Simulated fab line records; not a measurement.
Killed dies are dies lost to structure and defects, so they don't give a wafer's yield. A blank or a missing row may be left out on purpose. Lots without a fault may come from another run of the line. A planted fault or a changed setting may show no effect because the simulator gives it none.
Matching of chambers + flow n5_finfet + N5_PMOS_HMC_CHANNEL_EPI_ETCH_32 on rie_diel-06: 4 sister chambers
The step etches BARC in N2/H2, stops on SiO2, target depth 85.8 nm, time 50.3 s. 8 wafers are shown with their chamber, then 8 later ones without.

EACH WAFER AND ITS CHAMBER
| wafer  | chamber | showerhead_plenum_p_Torr (Torr) | drypump_motor_current_A (A) |
|--------|---------|---------------------------------|-----------------------------|
| L077.4 | 2       | 2.66                            | 5.7                         |
| L079.4 | 0       | 2.48                            | 5.1                         |
| L081.3 | 2       | 2.65                            | 5.6                         |
| L081.6 | 1       | 2.54                            | 6.5                         |
| L084.1 | 3       | 2.64                            | 5.6                         |
| L084.5 | 1       | 2.54                            | 6.5                         |
| L084.6 | 0       | 2.47                            | 5.2                         |
| L085.1 | 3       | 2.64                            | 5.6                         |

WAFERS MISSING THEIR CHAMBER
| wafer  | showerhead_plenum_p_Torr (Torr) | drypump_motor_current_A (A) |
|--------|---------------------------------|-----------------------------|
| L085.4 | 2.65                            | 5.7                         |
| L085.5 | 2.47                            | 5.2                         |
| L089.1 | 2.54                            | 6.5                         |
| L089.3 | 2.65                            | 5.6                         |
| L089.4 | 2.47                            | 5.2                         |
| L097.1 | 2.53                            | 6.6                         |
| L097.3 | 2.46                            | 5.2                         |
| L097.5 | 2.63                            | 5.7                         |

THE CHAMBER EACH PASSED THROUGH
| wafer  | from the rows above     | in truth |
|--------|-------------------------|----------|
| L085.4 | can't be placed: 2 or 3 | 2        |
| L085.5 | 0                       | 0        |
| L089.1 | 1                       | 1        |
| L089.3 | can't be placed: 2 or 3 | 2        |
| L089.4 | 0                       | 0        |
| L097.1 | 1                       | 1        |
| L097.3 | 0                       | 0        |
| L097.5 | 3                       | 3        |
Placed correctly: 6 of 8. Unplaceable from these rows: 2, with the true chamber sitting among the candidates in 2. Placed wrongly: 0.
How it was worked out, from the rows above alone: a wafer's distance from a chamber is the root of the sum, over the readings, of the square of ((its reading less the chamber's mean) divided by the reading's scatter). The wafer belongs to the nearest chamber; if the next one is less than 2 further off, it can't be placed. A chamber's mean is the mean of its shown wafers. The scatter: take each reading less its chamber's mean, square it, sum over the shown wafers, divide by the number of wafers less the number of chambers, and take the root.
